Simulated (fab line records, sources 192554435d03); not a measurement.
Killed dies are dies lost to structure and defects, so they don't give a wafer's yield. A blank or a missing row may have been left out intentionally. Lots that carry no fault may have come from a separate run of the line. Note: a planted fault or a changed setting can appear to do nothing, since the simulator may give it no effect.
Matching of chambers || flow n5 finfet || rie diel-02 running N5_BEOL_M15_TRENCH_ETCH_34: 4 sister chambers
The step etches SiO2 in C4F8/O2/Ar, target depth 872.93 nm, time 199 s. 7 wafers are shown with their chamber, then 9 later ones without.

== WAFERS WITH THEIR CHAMBER ==
{"wafer": "L084.1", "chamber": 3, "drypump motor current A (A)": 6.2, "showerhead plenum p Torr (Torr)": 3.51}
{"wafer": "L083.3", "chamber": 3, "drypump motor current A (A)": 6.3, "showerhead plenum p Torr (Torr)": 3.51}
{"wafer": "L083.5", "chamber": 2, "drypump motor current A (A)": 5.9, "showerhead plenum p Torr (Torr)": 3.69}
{"wafer": "L083.6", "chamber": 1, "drypump motor current A (A)": 6.3, "showerhead plenum p Torr (Torr)": 3.46}
{"wafer": "L088.2", "chamber": 1, "drypump motor current A (A)": 6.3, "showerhead plenum p Torr (Torr)": 3.46}
{"wafer": "L088.4", "chamber": 2, "drypump motor current A (A)": 5.9, "showerhead plenum p Torr (Torr)": 3.68}
{"wafer": "L088.6", "chamber": 0, "drypump motor current A (A)": 5.2, "showerhead plenum p Torr (Torr)": 3.51}

== WAFERS WHOSE CHAMBER IS MISSING ==
{"wafer": "L092.2", "drypump motor current A (A)": 5.2, "showerhead plenum p Torr (Torr)": 3.50}
{"wafer": "L092.3", "drypump motor current A (A)": 6.3, "showerhead plenum p Torr (Torr)": 3.50}
{"wafer": "L092.5", "drypump motor current A (A)": 6.3, "showerhead plenum p Torr (Torr)": 3.45}
{"wafer": "L093.2", "drypump motor current A (A)": 6.3, "showerhead plenum p Torr (Torr)": 3.50}
{"wafer": "L093.5", "drypump motor current A (A)": 5.2, "showerhead plenum p Torr (Torr)": 3.50}
{"wafer": "L093.6", "drypump motor current A (A)": 6.3, "showerhead plenum p Torr (Torr)": 3.45}
{"wafer": "L097.1", "drypump motor current A (A)": 5.9, "showerhead plenum p Torr (Torr)": 3.67}
{"wafer": "L097.3", "drypump motor current A (A)": 5.2, "showerhead plenum p Torr (Torr)": 3.50}
{"wafer": "L097.4", "drypump motor current A (A)": 6.2, "showerhead plenum p Torr (Torr)": 3.50}

== CHAMBER TAKEN BY EACH ==
{"wafer": "L092.2", "from the rows above": 0, "in truth": 0}
{"wafer": "L092.3", "from the rows above": 3, "in truth": 3}
{"wafer": "L092.5", "from the rows above": 1, "in truth": 1}
{"wafer": "L093.2", "from the rows above": 3, "in truth": 3}
{"wafer": "L093.5", "from the rows above": 0, "in truth": 0}
{"wafer": "L093.6", "from the rows above": 1, "in truth": 1}
{"wafer": "L097.1", "from the rows above": 2, "in truth": 2}
{"wafer": "L097.3", "from the rows above": 0, "in truth": 0}
{"wafer": "L097.4", "from the rows above": 3, "in truth": 3}
9 of 9 placed correctly. Left unplaced by these rows: 0. 0 placed wrongly.
How it was worked out, from the rows above alone: a wafer's distance from a chamber is the root of the sum, over the readings, of the square of ((its reading less the chamber's mean) divided by the reading's scatter). The wafer belongs to the nearest chamber; if the next one is less than 2 further off, it can't be placed. For every chamber, the mean is computed from those of its wafers that are shown. The scatter is the square root of a quotient: the sum, over the shown wafers, of each reading's squared deviation from its chamber's mean, divided by wafers minus chambers.
